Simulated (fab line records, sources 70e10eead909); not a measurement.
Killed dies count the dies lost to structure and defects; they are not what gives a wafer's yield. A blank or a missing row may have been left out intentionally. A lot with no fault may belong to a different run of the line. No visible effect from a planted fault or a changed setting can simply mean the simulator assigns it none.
Chamber matching / flow nandHarc / pecvd-04 running NHARC_A_SGD_CUT_DEP_00: 3 sister chambers
The step deposits SiNx, target thk 50 nm. 6 wafers are shown with their chamber, then 9 later ones without.

== EACH WAFER AND ITS CHAMBER ==
wafer=L083.5; chamber=0; heaterPowerW (W)=761
wafer=L085.4; chamber=2; heaterPowerW (W)=560
wafer=L085.6; chamber=1; heaterPowerW (W)=547
wafer=L086.1; chamber=2; heaterPowerW (W)=568
wafer=L086.2; chamber=1; heaterPowerW (W)=499
wafer=L086.6; chamber=0; heaterPowerW (W)=838

== WAFERS WITH NO CHAMBER GIVEN ==
wafer=L087.1; heaterPowerW (W)=709
wafer=L087.3; heaterPowerW (W)=484
wafer=L087.4; heaterPowerW (W)=650
wafer=L089.2; heaterPowerW (W)=515
wafer=L089.3; heaterPowerW (W)=762
wafer=L089.6; heaterPowerW (W)=529
wafer=L092.2; heaterPowerW (W)=596
wafer=L092.3; heaterPowerW (W)=826
wafer=L092.5; heaterPowerW (W)=596

== WHICH CHAMBER EACH WENT THROUGH ==
wafer=L087.1; from the rows above=can't be placed: 0 or 2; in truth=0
wafer=L087.3; from the rows above=can't be placed: 1 or 2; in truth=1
wafer=L087.4; from the rows above=can't be placed: 2 or 1 or 0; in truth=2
wafer=L089.2; from the rows above=can't be placed: 1 or 2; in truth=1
wafer=L089.3; from the rows above=0; in truth=0
wafer=L089.6; from the rows above=can't be placed: 1 or 2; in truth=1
wafer=L092.2; from the rows above=can't be placed: 2 or 1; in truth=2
wafer=L092.3; from the rows above=0; in truth=0
wafer=L092.5; from the rows above=can't be placed: 2 or 1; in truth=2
Correctly placed: 2 of 9. Unplaceable from these rows: 7, with the true chamber sitting among the candidates in 7. Placed wrongly: 0.
How it was worked out, from the rows above alone: a wafer's distance from a chamber is the root of the sum, over the readings, of the square of ((its reading less the chamber's mean) divided by the reading's scatter). If the next closest chamber is less than 2 further off than the closest, the wafer can't be placed; otherwise it belongs to the closest. The mean given for a chamber averages the wafers shown for that chamber. The scatter: take each reading less its chamber's mean, square it, sum over the shown wafers, divide by the number of wafers less the number of chambers, and take the root.
